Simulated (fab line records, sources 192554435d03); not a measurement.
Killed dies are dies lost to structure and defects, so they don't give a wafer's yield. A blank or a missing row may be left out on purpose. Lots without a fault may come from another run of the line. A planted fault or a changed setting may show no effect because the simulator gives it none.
Split-lot experiment | flow n5_finfet | 7 lots, 39 wafers read, on a route of 1938 steps

THE SPLIT
At N5_SDB_ALD_29 (deposits SiNx, target thk 30 nm, pulse time 1 s, ald cycles 600), the setting ald_cycles was moved away from the recipe's 600 on 15 of the 39 wafers read, by -49.8% to +50.0%. The other wafers ran this setting at the recipe's value.

The reading is taken at the split's own step.

THE READING
SiNx_of_SDB_ALD_29.thk_nm (the simulator's own value, which no gauge read), in nm, at N5_SDB_ALD_29 (deposits SiNx, target thk 30 nm, pulse time 1 s, ald cycles 600). The file gives no usual value for it. The 24 wafers here that ran the recipe average 30.1 nm, standard deviation 0.13 nm.

wafer  | tool, chamber at the split | ald_cycles as run | against the recipe | SiNx_of_SDB_ALD_29.thk_nm, nm | against lot-mates on the recipe
L074.1 | ald_sin-02, 0,1            | 898               | +49.7%             | 45                            | +15.0
L074.3 | ald_sin-02, 0,1            | 898               | +49.7%             | 45                            | +15.0
L074.2 | ald_sin-02, 3              | 898               | +49.7%             | 44.6                          | +14.6
L074.4 | ald_sin-02, 2,1,0          | 600               | recipe             | 30                            | -
L074.5 | ald_sin-02, 2,1,0          | 600               | recipe             | 30                            | -
L074.6 | ald_sin-02, 2,1,0          | 600               | recipe             | 30                            | -
L078.1 | ald_sin-03, 2,1,3,3,0      | 600               | recipe             | 30.2                          | -
L078.2 | ald_sin-03, 2,1,3,3,0      | 600               | recipe             | 30.2                          | -
L078.3 | ald_sin-03, 2,1,3,3,0      | 600               | recipe             | 30.2                          | -
L078.5 | ald_sin-03, 2,1,3,3,0      | 600               | recipe             | 30.2                          | -
L078.6 | ald_sin-03, 2,1,3,3,0      | 600               | recipe             | 30.2                          | -
L078.4 | ald_sin-03, 0              | 600               | recipe             | 30.4                          | -
L085.1 | ald_sin-02, 2,1            | 600               | recipe             | 30                            | -
L085.6 | ald_sin-02, 2,1            | 600               | recipe             | 30                            | -
L085.2 | ald_sin-02, 3,1,0          | 301               | -49.8%             | 15                            | -15.1
L085.4 | ald_sin-02, 3,1,0          | 301               | -49.8%             | 15                            | -15.1
L085.5 | ald_sin-02, 3,1,0          | 301               | -49.8%             | 15                            | -15.1
L085.3 | ald_sin-02, 0              | 600               | recipe             | 30.2                          | -
L086.2 | ald_sin-01, 3,2            | 600               | recipe             | 30.2                          | -
L086.4 | ald_sin-01, 3,2            | 600               | recipe             | 30.2                          | -
L086.6 | ald_sin-01, 2              | 600               | recipe             | 30                            | -
L088.1 | ald_sin-01, 2,3,0          | 600               | recipe             | 30                            | -
L088.3 | ald_sin-01, 2,3,0          | 600               | recipe             | 30                            | -
L088.5 | ald_sin-01, 2,3,0          | 600               | recipe             | 30                            | -
L088.2 | ald_sin-01, 1,3            | 769               | +28.2%             | 38.4                          | +8.4
L088.6 | ald_sin-01, 1,3            | 769               | +28.2%             | 38.4                          | +8.4
L088.4 | ald_sin-01, 0              | 769               | +28.2%             | 38.6                          | +8.6
L093.1 | ald_sin-02, 3              | 600               | recipe             | 29.8                          | -
L093.2 | ald_sin-02, 1              | 813               | +35.5%             | 40.6                          | +10.7
L093.6 | ald_sin-02, 1              | 813               | +35.5%             | 40.6                          | +10.7
L093.3 | ald_sin-02, 2              | 600               | recipe             | 30                            | -
L093.5 | ald_sin-02, 2              | 600               | recipe             | 30                            | -
L093.4 | ald_sin-02, 0              | 813               | +35.5%             | 40.8                          | +10.9
L096.1 | ald_sin-01, 0,3,1          | 600               | recipe             | 30.2                          | -
L096.4 | ald_sin-01, 0,3,1          | 600               | recipe             | 30.2                          | -
L096.5 | ald_sin-01, 0,3,1          | 600               | recipe             | 30.2                          | -
L096.2 | ald_sin-01, 1,2,0          | 900               | +50.0%             | 45.2                          | +15.0
L096.3 | ald_sin-01, 1,2,0          | 900               | +50.0%             | 45.2                          | +15.0
L096.6 | ald_sin-01, 1,2,0          | 900               | +50.0%             | 45.2                          | +15.0
Where a row lists several chambers, the file gives one row for several wafers and doesn't say which wafer went through which chamber.

THE FIT
A straight line over all 39 wafers: SiNx_of_SDB_ALD_29.thk_nm changes by +0.3 nm for each +1% of ald_cycles; r = +1.00; the points scatter about the line by 0.14 nm.
The same after taking each lot's own level away (the mean of its wafers on the recipe; 39 wafers): +0.301 nm for each +1%; r = +1.00; scatter 0.092 nm.
On that fit, the largest move of ald_cycles shifts the reading by 15 nm.
The lots' own levels span 29.93 to 30.23 nm, that is 2.3 times the standard deviation above.
So the lot-to-lot level changes the slope little: the two slopes agree.
Check: with one of the wafers moved furthest among these (+50.0%) left out of the fit, the line predicts +15 nm for it against its lot-mates. It came out at +15 nm against them.

OTHER SPLITS ON THESE WAFERS
These wafers also went through other splits before the reading. Each is held against what the fit with the lots' levels taken away leaves over:
other split on the same wafers     | wafers away from the commonest value | r with SiNx_of_SDB_ALD_29.thk_nm (lot level and that fit taken away)
N5_ZERO_LAYER_PECVD_02 time_s      | 18                                   | -0.09
N5_FIN_SAQP_HM_DEP_72 target_thk_a | 9                                    | +0.21

THE WHOLE CHAIN: every reading that the file lists as answering this split, in the file's order
step          | what it does                                                      | reading                                                                    | change (the file's fit)                                                         | r (the file's)
N5_SDB_ALD_29 | deposits SiNx, target thk 30 nm, pulse time 1 s, ald cycles 600   | SiNx_of_SDB_ALD_29.thk_nm (the simulator's own value, which no gauge read) | +0.301 nm for each +1% of the setting                                           | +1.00
N5_SDB_CMP_30 | polishes, stops on poly-Si, t overpolish 1.54 s, target thk 30 nm | SiNx_of_SDB_ALD_29.thk_nm (the simulator's own value, which no gauge read) | not straight: 15 at the lowest setting, 30.1 at the recipe, 28.4 at the highest | not given

THE FILE'S OWN FIT
SiNx_of_SDB_ALD_29.thk_nm changes by +0.301 nm for each +1% of ald_cycles, r = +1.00.
